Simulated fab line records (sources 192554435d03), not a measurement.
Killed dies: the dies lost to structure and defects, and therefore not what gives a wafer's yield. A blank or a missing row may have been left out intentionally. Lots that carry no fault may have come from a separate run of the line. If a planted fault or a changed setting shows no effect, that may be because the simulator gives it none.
Which tool is to blame?	flow n5_finfet	24 lots with 72 wafers sampled at 6 steps, on a route of 1938 steps

== WHAT THE GAUGES SHOWED, per wafer ==
N5_MIM_TOP_LITHO_OVL_MEAS_11.
lot	measured	on	MIM_TOP_OVL (nm)
L074	day 15 10:22	overlay-01	1 0 4
L077	day 15 18:46	overlay-01	8 6 7
L075	day 15 23:11	overlay-01	5 -5 -1
L076	day 15 23:29	overlay-02	0 5 2
L078	day 16 06:13	overlay-02	3 -2 -3
L080	day 16 22:46	overlay-01	13 7 5
L082	day 17 10:02	overlay-01	4 0 3
L079	day 17 15:29	overlay-01	2 5 5
L086	day 18 03:32	overlay-01	6 4 4
L081	day 18 09:58	overlay-01	4 3 -2
L083	day 18 17:16	overlay-02	8 -7 14
L084	day 18 17:51	overlay-02	5 -8 0
L090	day 19 03:17	overlay-02	13 10 11
L085	day 19 08:06	overlay-02	9 6 6
L089	day 20 01:17	overlay-02	6 -5 1
L087	day 20 01:45	overlay-02	2 2 7
L088	day 20 03:08	overlay-02	-3 -2 2
L091	day 20 05:34	overlay-02	-5 4 -1
L096	day 20 12:55	overlay-02	6 10 10
L092	day 20 23:34	overlay-02	0 0 -1
L094	day 21 04:44	overlay-02	1 6 1
L093	day 21 04:56	overlay-02	14 10 11
L095	day 21 05:28	overlay-02	8 7 6
L097	day 21 15:08	overlay-01	14 12 0

== WHICH TOOL RAN EACH LOT (tool, then ch and the chambers of the sampled wafers, then the start) ==
lot	N5_BEOL_M15_STRIP_37	N5_BEOL_M15_SPUTTER_44	N5_BEOL_M15_CMP_49	N5_BEOL_M15_DEP_53	N5_MIM_TOP_DEGAS_04
L074	rie_diel-05 ch 0,2, day 15 05:33 or earlier	pvd_sputter-01, day 15 05:33	cmp-02 ch 0,1,3, day 15 06:17	pecvd-01 ch 0,2, day 15 06:39	pvd_sputter-01, day 15 09:46
L077	rie_diel-05 ch 0,2, day 15 13:28 or earlier	pvd_sputter-01, day 15 13:28	cmp-02 ch 0,1,2, day 15 14:18	pecvd-03 ch 0,1,2, day 15 14:35	pvd_sputter-02, day 15 18:18
L075	rie_diel-06 ch 0,2,3, day 15 18:29 or earlier	pvd_sputter-01, day 15 18:29	cmp-01 ch 0,1,2, day 15 19:15	pecvd-02 ch 1,2, day 15 19:34	pvd_sputter-01, day 15 22:35
L076	rie_diel-02 ch 0,3, day 15 19:44 or earlier	pvd_sputter-02, day 15 19:44	cmp-01 ch 0,1,2, day 15 20:31	pecvd-01 ch 0,1, day 15 20:51	pvd_sputter-02, day 15 22:54
L078	rie_diel-02 ch 0,3, day 16 02:55 or earlier	pvd_sputter-01, day 16 02:55	cmp-03 ch 0,1,2, day 16 03:39	pecvd-03 ch 0,1, day 16 04:00	pvd_sputter-02, day 16 05:45
L080	rie_diel-02 ch 0,1,3, day 16 17:53 or earlier	pvd_sputter-01, day 16 17:53	cmp-02 ch 0,2, day 16 18:40	pecvd-01 ch 0,1, day 16 18:59	pvd_sputter-01, day 16 22:10
L082	rie_diel-06 ch 0,2, day 17 05:52 or earlier	pvd_sputter-02, day 17 05:52	cmp-01 ch 0,2,3, day 17 07:12	pecvd-01 ch 0,1,2, day 17 07:34	pvd_sputter-01, day 17 09:34
L079	rie_diel-06 ch 0,1,2, day 17 08:14 or earlier	pvd_sputter-02, day 17 08:14	cmp-03 ch 0,1,2, day 17 09:05	pecvd-01 ch 0,1,2, day 17 09:21	pvd_sputter-02, day 17 15:01
L086	rie_diel-05 ch 1,2,3, day 17 23:05 or earlier	pvd_sputter-03, day 17 23:05	cmp-02 ch 0,1,2, day 17 23:52	pecvd-01 ch 0,1,2, day 18 00:11	pvd_sputter-01, day 18 03:05
L081	rie_diel-05 ch 0,2,3, day 18 02:31 or earlier	pvd_sputter-03, day 18 02:31	cmp-02 ch 0,1,3, day 18 03:22	pecvd-03 ch 0,2, day 18 03:37	pvd_sputter-02, day 18 09:30
L083	rie_diel-06 ch 1,2,3, day 18 10:39 or earlier	pvd_sputter-01, day 18 10:39	cmp-02 ch 0,2,3, day 18 11:29	pecvd-03 ch 0,1,2, day 18 11:46	pvd_sputter-01, day 18 16:49
L084	rie_diel-02 ch 0,3, day 18 10:49 or earlier	pvd_sputter-03, day 18 10:49	cmp-03 ch 0,2,3, day 18 11:41	pecvd-01 ch 0,1,2, day 18 12:02	pvd_sputter-01, day 18 17:23
L090	rie_diel-05 ch 0,1, day 18 20:56 or earlier	pvd_sputter-01, day 18 20:56	cmp-02 ch 0,3, day 18 22:25	pecvd-02 ch 0,2, day 18 22:49	pvd_sputter-03, day 19 02:41
L085	rie_diel-05 ch 0,1,2, day 19 02:25 or earlier	pvd_sputter-03, day 19 02:25	cmp-03 ch 0,2,3, day 19 03:27	pecvd-02 ch 0,1,2, day 19 03:48	pvd_sputter-01, day 19 07:37
L089	rie_diel-02 ch 0,2,3, day 19 19:36 or earlier	pvd_sputter-01, day 19 19:36	cmp-02 ch 1,2,3, day 19 20:21	pecvd-02 ch 0,2, day 19 20:43	pvd_sputter-03, day 20 00:42
L087	rie_diel-06 ch 0,2,3, day 19 20:10 or earlier	pvd_sputter-02, day 19 20:10	cmp-02 ch 2,3, day 19 20:54	pecvd-02 ch 0,1,2, day 19 21:16	pvd_sputter-03, day 20 01:10
L088	rie_diel-05 ch 1,3, day 19 22:58 or earlier	pvd_sputter-01, day 19 22:58	cmp-02 ch 0,1,2, day 19 23:50	pecvd-02 ch 0,1,2, day 20 00:07	pvd_sputter-03, day 20 02:38
L091	rie_diel-02 ch 0,3, day 19 23:00 or earlier	pvd_sputter-02, day 19 23:00	cmp-01 ch 0,2,3, day 20 00:02	pecvd-02 ch 1,2, day 20 00:23	pvd_sputter-01, day 20 04:59
L096	rie_diel-05 ch 1,2,3, day 20 06:48 or earlier	pvd_sputter-03, day 20 06:48	cmp-01 ch 1,2,3, day 20 08:08	pecvd-01 ch 0,1,2, day 20 08:25	pvd_sputter-02, day 20 12:19
L092	rie_diel-02 ch 0,1,2, day 20 18:42 or earlier	pvd_sputter-02, day 20 18:42	cmp-03 ch 1,2, day 20 19:35	pecvd-01 ch 1,2, day 20 19:56	pvd_sputter-03, day 20 22:57
L094	rie_diel-06 ch 0,1,3, day 20 22:28 or earlier	pvd_sputter-03, day 20 22:28	cmp-02 ch 1,2,3, day 20 23:13	pecvd-01 ch 1,2, day 20 23:34	pvd_sputter-02, day 21 04:17
L093	rie_diel-06 ch 0,1,3, day 20 22:40 or earlier	pvd_sputter-02, day 20 22:40	cmp-02 ch 1,3, day 20 23:29	pecvd-03 ch 0,1,2, day 20 23:51	pvd_sputter-02, day 21 04:29
L095	rie_diel-05 ch 0,1, day 20 23:07 or earlier	pvd_sputter-02, day 20 23:07	cmp-03 ch 0,3, day 21 00:04	pecvd-02 ch 0,1, day 21 00:26	pvd_sputter-02, day 21 04:58
L097	rie_diel-05 ch 0,1,2, day 21 10:00 or earlier	pvd_sputter-02, day 21 10:00	cmp-01 ch 1,2,3, day 21 10:51	pecvd-02 ch 0,1,2, day 21 11:07	pvd_sputter-02, day 21 14:34
- N5_BEOL_M15_STRIP_37: strips in O2.
- N5_BEOL_M15_SPUTTER_44: material Ta, target thk 15 nm, time 24.19 s.
- N5_BEOL_M15_CMP_49: polishes, stops on SiO2, t overpolish 4.9 s, target thk 850 nm.
- N5_BEOL_M15_DEP_53: deposits SiCN from 3MS/NH3, target thk 50 nm, time 17.8 s.
- N5_MIM_TOP_DEGAS_04: time 60 s.

== AS READ BY THE TOOLS THEMSELVES (means over the sampled wafers that have a number; for cases with no such wafer, the mark the record gives instead) ==
N5_BEOL_M15_STRIP_37.
lot	tool	drypump_motor_current_A (A)	oes_product_au (a.u.)	rf_vpp_V (V)	showerhead_plenum_p_Torr (Torr)	throttle_valve_pct (%)
L074	rie_diel-05	5.4	0.70	3.6	2.06	16.82
L077	rie_diel-05	5.7	0.71	3.9	2.12	16.72
L075	rie_diel-06	5.8	0.86	3.5	2.07	16.50
L076	rie_diel-02	5.4	0.82	3.2	2.08	16.89
L078	rie_diel-02	5.4	0.81	3.2	2.08	16.90
L080	rie_diel-02	5.6	0.81	4.1	2.15	16.86
L082	rie_diel-06	5.7	0.79	3.7	2.05	16.59
L079	rie_diel-06	5.6	0.81	4.0	2.09	16.49
L086	rie_diel-05	5.8	0.77	3.7	2.08	16.55
L081	rie_diel-05	5.6	0.69	3.9	2.04	16.76
L083	rie_diel-06	5.7	0.82	3.5	2.11	16.43
L084	rie_diel-02	5.4	0.81	4.1	2.08	16.93
L090	rie_diel-05	5.4	0.83	3.5	2.07	16.55
L085	rie_diel-05	5.6	0.77	3.8	2.09	16.67
L089	rie_diel-02	5.2	0.84	2.8	2.12	16.78
L087	rie_diel-06	5.8	0.82	3.4	2.07	16.55
L088	rie_diel-05	5.6	0.82	3.5	2.06	16.46
L091	rie_diel-02	5.1	0.83	3.9	2.15	16.95
L096	rie_diel-05	5.8	0.75	3.8	2.08	16.57
L092	rie_diel-02	5.4	0.81	3.7	2.19	16.75
L094	rie_diel-06	5.8	0.75	3.4	2.11	16.68
L093	rie_diel-06	5.8	0.75	3.7	2.11	16.69
L095	rie_diel-05	5.4	0.91	3.9	2.15	16.40
L097	rie_diel-05	5.6	0.83	3.3	2.17	16.51

N5_BEOL_M15_SPUTTER_44.
lot	tool	throttle_valve_pct (%)
L074	pvd_sputter-01	30.1
L077	pvd_sputter-01	29.6
L075	pvd_sputter-01	30.0
L076	pvd_sputter-02	30.0
L078	pvd_sputter-01	29.9
L080	pvd_sputter-01	29.6
L082	pvd_sputter-02	29.8
L079	pvd_sputter-02	30.1
L086	pvd_sputter-03	30.1
L081	pvd_sputter-03	28.9
L083	pvd_sputter-01	30.6
L084	pvd_sputter-03	30.1
L090	pvd_sputter-01	29.4
L085	pvd_sputter-03	29.6
L089	pvd_sputter-01	29.9
L087	pvd_sputter-02	30.1
L088	pvd_sputter-01	30.6
L091	pvd_sputter-02	29.5
L096	pvd_sputter-03	30.1
L092	pvd_sputter-02	29.7
L094	pvd_sputter-03	30.0
L093	pvd_sputter-02	29.8
L095	pvd_sputter-02	30.1
L097	pvd_sputter-02	29.7

N5_BEOL_M15_CMP_49.
lot	tool	barrier_field_endpoint_s (s)	clearing_platen_down_force_psi (psi)	motor_current_A (A)	overpolish_run_s (s)	slurry_flow_ml_min
L074	cmp-02	11.46	1.998	8.4	4.897	149.8
L077	cmp-02	11.23	1.998	8.1	4.905	150.4
L075	cmp-01	11.33	2.001	8.1	4.901	149.7
L076	cmp-01	11.48	1.999	7.9	4.895	149.7
L078	cmp-03	11.30	2.002	8.8	4.891	150.0
L080	cmp-02	11.12	2.002	8.1	4.895	150.0
L082	cmp-01	11.40	1.998	7.9	4.901	149.7
L079	cmp-03	11.26	2.000	8.7	4.902	149.8
L086	cmp-02	11.71	2.001	8.4	4.895	149.9
L081	cmp-02	11.17	1.999	8.3	4.903	149.8
L083	cmp-02	11.42	2.002	8.3	4.905	149.8
L084	cmp-03	11.54	2.001	8.4	4.902	150.1
L090	cmp-02	11.56	2.000	8.3	4.894	149.6
L085	cmp-03	11.32	1.999	8.7	4.896	150.1
L089	cmp-02	11.48	2.003	8.5	4.907	149.8
L087	cmp-02	11.54	2.003	8.9	4.890	149.9
L088	cmp-02	11.38	1.998	8.3	4.896	149.6
L091	cmp-01	11.35	2.001	8.1	4.904	149.6
L096	cmp-01	11.33	2.002	7.8	4.900	149.7
L092	cmp-03	11.47	1.998	9.0	4.903	149.8
L094	cmp-02	11.18	2.003	8.6	4.898	150.3
L093	cmp-02	11.40	1.997	8.3	4.904	150.1
L095	cmp-03	11.41	2.003	8.4	4.899	150.2
L097	cmp-01	11.15	1.998	7.4	4.906	149.9

N5_BEOL_M15_DEP_53.
lot	tool	rf_fwd_power_W (W)	showerhead_plenum_p_Torr (Torr)	showerhead_vpp_V (V)	throttle_valve_pct (%)
L074	pecvd-01	662	4.138	1659	18.5
L077	pecvd-03	662	4.151	1586	18.5
L075	pecvd-02	666	4.154	1629	17.4
L076	pecvd-01	662	4.168	1548	17.6
L078	pecvd-03	664	4.170	1624	19.2
L080	pecvd-01	663	4.168	1561	17.6
L082	pecvd-01	663	4.157	1582	17.9
L079	pecvd-01	665	4.164	1575	17.8
L086	pecvd-01	665	4.164	1590	17.8
L081	pecvd-03	661	4.178	1635	18.7
L083	pecvd-03	660	4.149	1590	18.4
L084	pecvd-01	664	4.160	1575	17.9
L090	pecvd-02	668	4.149	1589	17.3
L085	pecvd-02	669	4.156	1605	17.1
L089	pecvd-02	669	4.140	1588	17.2
L087	pecvd-02	666	4.154	1617	17.3
L088	pecvd-02	669	4.155	1620	17.1
L091	pecvd-02	665	4.154	1626	17.2
L096	pecvd-01	665	4.162	1618	18.0
L092	pecvd-01	663	4.180	1526	17.0
L094	pecvd-01	662	4.173	1520	17.1
L093	pecvd-03	664	4.158	1594	18.6
L095	pecvd-02	666	4.168	1590	17.1
L097	pecvd-02	668	4.150	1609	17.3

N5_MIM_TOP_DEGAS_04.
lot	tool	heater_power_w (W)
L074	pvd_sputter-01	438
L077	pvd_sputter-02	426
L075	pvd_sputter-01	442
L076	pvd_sputter-02	432
L078	pvd_sputter-02	415
L080	pvd_sputter-01	446
L082	pvd_sputter-01	429
L079	pvd_sputter-02	430
L086	pvd_sputter-01	463
L081	pvd_sputter-02	414
L083	pvd_sputter-01	468
L084	pvd_sputter-01	468
L090	pvd_sputter-03	457
L085	pvd_sputter-01	465
L089	pvd_sputter-03	418
L087	pvd_sputter-03	425
L088	pvd_sputter-03	420
L091	pvd_sputter-01	423
L096	pvd_sputter-02	406
L092	pvd_sputter-03	444
L094	pvd_sputter-02	439
L093	pvd_sputter-02	406
L095	pvd_sputter-02	454
L097	pvd_sputter-02	414

== THE ANSWER, worked out from the rows above alone ==
Rule: the usual values come from the lots themselves. Put in order of their means at a reading, lots are off if they are a third of the lots or fewer, leave a main group of 4 or more, and stand apart from it by a gap of 3 or more times the standard deviation of the main group's means; of several such gaps the widest counts. If all means in a main group match to the digits the tables above print for the reading, that group is not used. Also off: a lot with no number at a reading for which 4 or more lots have one. Any other lot the step has rows for is counted as sound. The gauges are gone through in route order, then the tools' own readings, and for those a lot's mean is taken as printed above. At the first step where some lot is off, the reading lying furthest off is the one used; lots without a number count as furthest.
Across all readings shown, no lot is off: no conclusion can be drawn from this.

== WHAT WAS PUT IN BY THE SIMULATOR ==
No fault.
